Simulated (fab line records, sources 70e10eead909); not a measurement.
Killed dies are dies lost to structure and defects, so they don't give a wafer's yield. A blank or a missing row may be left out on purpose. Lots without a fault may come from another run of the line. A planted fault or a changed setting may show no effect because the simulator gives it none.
fab line records | flow nand_harc
record lots=13 wafers=39 last_day=25
route steps=1159 shown A_ONON_D1@425 A_CHANNEL_HOLE_D1@451 END@1159
lots that met no fault: from a run of the same line without faults
start_h: hours from the record's first day to the start of the lot's first wafer shown | wait_h: hours since the lot's step before | " the same as in the row above | L1.1+2: a row that stands for several wafers | - no value, or no start given | * or withheld: withheld | < > ~ a bound
route shown NAME@n: a module of which the file shows steps, and the number in the route of the first | usual: mean/standard deviation of fault-free wafers | same: alike in all rows | chamber/n: place in a boat | sites: the reading at each site | _std_site: their standard deviation | _edge_site: outer sites' mean less inner sites' | radius_mm: how far each site lies from the wafer's centre | mask NAME#n: copy n | behind: the tool/chamber that last shaped the wafer | hold: why the lot was held/for how many hours/how that ended | device: the transistor (n, p or np) that didn't switch | end of line: the same wafers' tests at the end of the route | a step without rows: its recipe alone | killed: dies lost to structure and defects at the first sort, not the wafer's yield | map: a wafer's dies, x killed, . not, _ none there
set.NAME: the setting as run; set.NAME@STEP: as run at that earlier step | model.NAME: the simulator's own value behind a step, which no gauge read
steps of the route over a sample of lots; a table a step, a row a wafer
services: from which hour (start_h, from the record's first day; less than 0 if before it) a tool's chamber was out of use, for how many hours, and why
## steps
# step NHARC_A_ONON_D1_THK_MEAS_02
# recipe thk_meas_gauge=ellipsometry
# usual thk_nm=1002/9.7
# columns lot.wafer tool chamber start_h wait_h thk_nm
L835.4 film_metro-01 - 174.63 - 1001
L835.5 " - " " 1002
L835.6 " - " " 1003
L836.1 film_metro-01 - 174.64 - 1006
L836.4 " - " " 1008
L836.6 " - " " 1006
L838.1 film_metro-02 - 188.17 - 998
L838.3 " - " " 998
L838.6 " - " " 1000
L837.2 film_metro-01 - 188.21 - 987
L837.3 " - " " 988
L837.6 " - " " 988
L839.2 film_metro-02 - 202.42 - 999
L839.3 " - " " 999
L839.4 " - " " 997
L840.2 film_metro-01 - 202.76 - 995
L840.4 " - " " 993
L840.5 " - " " 994
L842.1 film_metro-01 - 213.23 - 1015
L842.5 " - " " 1014
L842.6 " - " " 1016
L843.4 film_metro-02 - 223.36 - 1018
L843.5 " - " " 1015
L843.6 " - " " 1016
L848.3 film_metro-02 - 248.12 - 1006
L848.4 " - " " 1006
L848.5 " - " " 1004
L849.1 film_metro-01 - 257.65 - 994
L849.5 " - " " 996
L849.6 " - " " 994
L851.1 film_metro-01 - 265.20 - 1005
L851.2 " - " " 1003
L851.5 " - " " 1002
L856.3 film_metro-02 - 289.05 - 1011
L856.5 " - " " 1012
L856.6 " - " " 1012
L855.1 film_metro-02 - 294.71 - 1008
L855.3 " - " " 1008
L855.4 " - " " 1006
# step NHARC_A_ONON_D1_THK_MEAS_24
# recipe thk_meas_gauge=ellipsometry
# usual thk_nm=1000/8.5
# columns lot.wafer tool chamber start_h wait_h thk_nm
L836.1 film_metro-01 - 185.14 - 997
L836.4 " - " " 997
L836.6 " - " " 997
L835.4 film_metro-02 - 185.15 - 1005
L835.5 " - " " 1007
L835.6 " - " " 1004
L837.2 film_metro-02 - 198.62 - 987
L837.3 " - " " 989
L837.6 " - " " 987
L838.1 film_metro-01 - 198.64 - 1006
L838.3 " - " " 1006
L838.6 " - " " 1005
L840.2 film_metro-01 - 212.88 - 1014
L840.4 " - " " 1014
L840.5 " - " " 1014
L839.2 film_metro-02 - 212.93 - 991
L839.3 " - " " 993
L839.4 " - " " 993
L842.1 film_metro-02 - 224.00 - 1011
L842.5 " - " " 1011
L842.6 " - " " 1013
L843.4 film_metro-01 - 234.00 - 996
L843.5 " - " " 994
L843.6 " - " " 996
L848.3 film_metro-02 - 259.03 - 997
L848.4 " - " " 995
L848.5 " - " " 997
L849.1 film_metro-01 - 268.86 - 984
L849.5 " - " " 984
L849.6 " - " " 984
L851.1 film_metro-01 - 275.75 - 989
L851.2 " - " " 990
L851.5 " - " " 988
L856.3 film_metro-02 - 302.17 - 1007
L856.5 " - " " 1004
L856.6 " - " " 1006
L855.1 film_metro-02 - 305.30 - 1009
L855.3 " - " " 1008
L855.4 " - " " 1008
# step NHARC_A_ONON_D1_DEP_25
# recipe target_thk_a=10000 n2_flow_sccm=2750 n2o_flow_sccm=2000 nh3_flow_sccm=500 sih4_flow_sccm=210 temp_c=400
# usual n2_flow_sccm=2750/8.2 sih4_flow_sccm=210.0/0.58
# columns lot.wafer tool chamber start_h wait_h n2_flow_sccm sih4_flow_sccm
L836.1 pecvd_onon-04 0 185.20 0.1 2746 210.8
L836.4 " 0 " " 2756 210.3
L836.6 " 0 " " 2755 210.8
L835.4 pecvd_onon-02 0 185.38 0.2 2756 209.4
L835.5 " 0 " " 2761 209.7
L835.6 " 0 " " 2762 210.4
L838.1 pecvd_onon-02 0 198.69 0.1 2757 209.8
L838.3 " 0 " " 2745 209.8
L838.6 " 0 " " 2769 210.4
L837.2 pecvd_onon-04 0 198.74 0.1 2760 209.3
L837.3 " 0 " " 2738 210.8
L837.6 " 0 " " 2764 210.0
L840.2 pecvd_onon-04 0 212.99 0.1 2742 209.9
L840.4 " 0 " " 2754 209.7
L840.5 " 0 " " 2743 208.7
L839.2 pecvd_onon-01 0 213.13 0.2 2761 209.2
L839.3 " 0 " " 2748 209.8
L839.4 " 0 " " 2755 209.9
L842.1 pecvd_onon-04 0 224.06 0.1 2739 210.7
L842.5 " 0 " " 2744 210.7
L842.6 " 0 " " 2743 209.8
L843.4 pecvd_onon-04 0 234.23 0.2 2739 209.7
L843.5 " 0 " " 2758 211.0
L843.6 " 0 " " 2744 209.3
L848.3 pecvd_onon-02 0 259.20 0.2 2750 211.4
L848.4 " 0 " " 2749 210.0
L848.5 " 0 " " 2740 211.1
L849.1 pecvd_onon-02 0 268.92 0.1 2741 209.3
L849.5 " 0 " " 2753 209.3
L849.6 " 0 " " 2755 209.6
L851.1 pecvd_onon-01 0 275.81 0.1 2741 209.6
L851.2 " 0 " " 2737 210.0
L851.5 " 0 " " 2737 209.7
L856.3 pecvd_onon-04 0 302.34 0.2 2746 210.4
L856.5 " 0 " " 2738 210.2
L856.6 " 0 " " 2742 210.6
L855.1 pecvd_onon-02 0 305.36 0.1 2760 210.0
L855.3 " 0 " " 2761 211.4
L855.4 " 0 " " 2753 210.1
# step NHARC_A_ONON_D1_THK_MEAS_27
# recipe thk_meas_gauge=ellipsometry
# usual thk_nm=999/8.4
# columns lot.wafer tool chamber start_h wait_h thk_nm
L836.1 film_metro-01 - 185.70 - 987
L836.4 " - " " 986
L836.6 " - " " 988
L835.4 film_metro-02 - 185.72 - 991
L835.5 " - " " 990
L835.6 " - " " 989
L837.2 film_metro-02 - 199.20 - 1007
L837.3 " - " " 1008
L837.6 " - " " 1007
L838.1 film_metro-01 - 199.20 - 987
L838.3 " - " " 986
L838.6 " - " " 986
L840.2 film_metro-02 - 213.45 - 1007
L840.4 " - " " 1008
L840.5 " - " " 1010
L839.2 film_metro-02 - 213.57 - 1011
L839.3 " - " " 1011
L839.4 " - " " 1010
L842.1 film_metro-02 - 224.57 - 581
L842.5 " - " " 1002
L842.6 " - " " 578
L843.4 film_metro-01 - 234.56 - 992
L843.5 " - " " 991
L843.6 " - " " 567
L848.3 film_metro-01 - 259.60 - 1008
L848.4 " - " " 1009
L848.5 " - " " 1007
L849.1 film_metro-01 - 269.43 - 1001
L849.5 " - " " 999
L849.6 " - " " 1000
L851.1 film_metro-02 - 276.32 - 999
L851.2 " - " " 998
L851.5 " - " " 1000
L856.3 film_metro-02 - 302.73 - 991
L856.5 " - " " 990
L856.6 " - " " 987
L855.1 film_metro-02 - 305.87 - 1003
L855.3 " - " " 1001
L855.4 " - " " 1003
# step NHARC_A_CHANNEL_HOLE_D1_DEP_01
# recipe target_thk_a=1400 target_thk_nm=140 temp_c=400 pressure_torr=3.5 flow_sccm=200 rf_w=350 material=SiON
# usual heater_power_w=737/82
# columns lot.wafer tool chamber start_h wait_h heater_power_w
L836.1 pecvd-02 1 189.57 1.6 826
L836.4 " 2 " " 770
L836.6 " 0 " " 599
L835.5 pecvd-03 0 189.78 0.4 796
L835.4 " 1 " " 827
L835.6 " 2 " " 733
L838.1 pecvd-02 2 202.45 1.6 733
L838.3 " 0 " " 594
L838.6 " 0 " " 602
L837.2 pecvd-03 1 202.94 1.6 708
L837.3 " 2 " " 694
L837.6 " 1 " " 742
L840.2 pecvd-02 1 216.65 1.4 843
L840.4 " 1 " " 839
L840.5 " 0 " " 556
L839.3 pecvd-02 1 217.97 1.0 793
L839.2 " 2 " " 792
L839.4 " 1 " " 804
L842.5 pecvd-04 2 228.98 0.4 831
L843.5 pecvd-04 0 240.48 0.4 684
L843.4 " 2 " " 801
L848.3 pecvd-03 2 263.46 1.0 668
L848.5 " 1 " " 770
L848.4 " 2 " " 679
L849.1 pecvd-04 0 273.86 1.6 776
L849.5 " 0 " " 774
L849.6 " 1 " " 731
L851.1 pecvd-03 2 279.56 1.6 731
L851.2 " 0 " " 666
L851.5 " 1 " " 704
L856.3 pecvd-03 1 305.83 1.0 716
L856.5 " 1 " " 750
L856.6 " 0 " " 727
L855.1 pecvd-02 2 308.98 1.6 786
L855.3 " 1 " " 874
L855.4 " 2 " " 815
# step NHARC_END_SORT_01
# recipe temp_c=25
# usual killed_at_array=27/12 killed_at_other=0.8/1 killed_at_periphery=4.0/2.5 killed_dies=32/11 killed_open=3.3/1.8 killed_short=2.0/1.5
# same gross_dies=677
# columns lot.wafer tool chamber start_h wait_h killed_at_array killed_at_other killed_at_periphery killed_dies killed_open killed_short
L842.1 prober-02 0 496.45 2.5 674 1 2 677 5 2
L842.5 prober-02 0 499.62 3.7 29 0 2 31 5 2
L842.6 prober-02 0 500.41 4.0 673 2 2 677 5 2
L843.4 prober-01 0 499.66 3.4 24 0 8 32 5 2
L843.5 prober-01 0 500.47 3.7 28 0 8 36 2 1
L843.6 prober-01 0 501.29 4.1 671 0 6 677 5 3
# killed by level:class
L842.1 A_ONON_D1:area_dep=648 A_SLIT:chamber_film_flake=10 A_CHANNEL_HOLE_D1:chamber_film_flake=7 A_CONTACT:geometric_particle:open=4 A_CONTACT:chamber_film_flake=2 P_CONTACT:geometric_particle:short=1 A_SGD_CUT:geometric_particle:short=1 P_M1:chamber_film_flake=1
L842.5 A_SLIT:chamber_film_flake=7 A_CONTACT:chamber_film_flake=6 A_WL_FILL:chamber_film_flake=4 A_CONTACT:geometric_particle:open=3 A_CHANNEL_HOLE_D1:chamber_film_flake=3 P_STI:chamber_film_flake=2 A_ONON_D1:geometric_particle:open=1 A_SGD_CUT:geometric_particle:short=1
L843.4 A_SLIT:chamber_film_flake=12 A_CHANNEL_HOLE_D1:chamber_film_flake=3 A_CONTACT:chamber_film_flake=3 P_ZERO_WELL:chamber_film_flake=2 P_M2:chamber_film_flake=2 A_STAIRCASE:chamber_film_flake=2 P_CONTACT:geometric_particle:open=1 P_M0:geometric_particle:open=1
L842.6 A_ONON_D1:area_dep=650 A_SLIT:chamber_film_flake=6 A_CHANNEL_HOLE_D1:chamber_film_flake=5 A_CONTACT:chamber_film_flake=3 P_CONTACT:geometric_particle:open=2 A_SOURCE_PLATE:geometric_particle:open=2 A_STAIRCASE:chamber_film_flake=2 A_WL_FILL:chamber_film_flake=2
L843.5 A_SLIT:chamber_film_flake=14 P_ZERO_WELL:chamber_film_flake=5 A_CHANNEL_HOLE_D1:chamber_film_flake=3 A_SGD_CUT:chamber_film_flake=3 A_CONTACT:chamber_film_flake=3 P_M2:chamber_film_flake=2 A_ONON_D1:geometric_particle:short=1 A_CHANNEL_FILL_D1:geometric_particle:open=1
L843.6 A_ONON_D1:area_dep=642 A_SLIT:chamber_film_flake=10 A_CONTACT:chamber_film_flake=6 A_CHANNEL_HOLE_D1:chamber_film_flake=4 P_ZERO_WELL:chamber_film_flake=3 A_CHANNEL_FILL_D1:geometric_particle:short=2 P_GATE:geometric_particle:short=1 P_CONTACT:geometric_particle:open=1
## services
# columns tool chamber start_h hours kind
pecvd-02 0 166.11 - clean
pecvd-02 1 166.11 - clean
pecvd-02 2 166.11 - clean
pecvd-04 - 195.00 13.0 pm
pecvd-04 0 195.00 13.0 vent_cycle
pecvd-04 1 195.00 13.0 vent_cycle
pecvd-04 2 195.00 13.0 vent_cycle
pecvd_onon-01 - 195.00 13.0 pm
pecvd-03 - 199.33 0.5 repair
pecvd-04 0 208.00 - clean
pecvd-04 1 208.00 - clean
pecvd-04 2 208.00 - clean
pecvd_onon-04 - 237.00 13.0 pm
pecvd-02 0 237.98 7.2 repair
pecvd-04 2 281.53 3.8 repair
pecvd-03 - 292.16 13.0 pm
pecvd-03 0 292.16 13.0 vent_cycle
pecvd-03 1 292.16 13.0 vent_cycle
pecvd-03 2 292.16 13.0 vent_cycle
pecvd_onon-02 - 292.28 13.0 pm
pecvd-03 0 305.16 - clean
pecvd-03 1 305.16 - clean
pecvd-03 2 305.16 - clean
## key
first_sign step=NHARC_A_ONON_D1_THK_MEAS_27 reading=thk_nm direction=down sigmas=50 usual=999 struck=575
effect step=NHARC_END_SORT_01 reading=killed_dies direction=up sigmas=58 usual=32 struck=677
more_kills_born_at NHARC_A_ONON_D1_DEP_25@pecvd_onon-04=1940
met_at NHARC_A_ONON_D1_DEP_25
struck_lots L842,L843
struck_wafers L842.1,L842.6,L843.6
later_rows_left_out L842.1,L842.6,L843.6
tester_left_out L842,L843
not_acting_at NHARC_A_ONON_D1_THK_MEAS_02,NHARC_A_ONON_D1_THK_MEAS_24,NHARC_A_CHANNEL_HOLE_D1_DEP_01
onset_between 212.99 224.06
fault kind=process_parameter_drift tool=pecvd_onon-04 chamber=- onset_h=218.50 steps=NHARC_A_ONON_D1_DEP_25 channel=target_thk_a offset=* shape=step end_h=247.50 scope=struck_wafers_only acts_in=* stated=*
# tester_left_out: of these lots the tester's yield and bins aren't shown, on N5 and GAA mostly nor the transistor test; their killed dies are dies lost to structure and defects alone, not to doping, threshold or leakage, so they don't give the yield
# later_rows_left_out: the simulator's readings of these wafers behind a module that went badly wrong aren't trusted and aren't shown, but for the sort
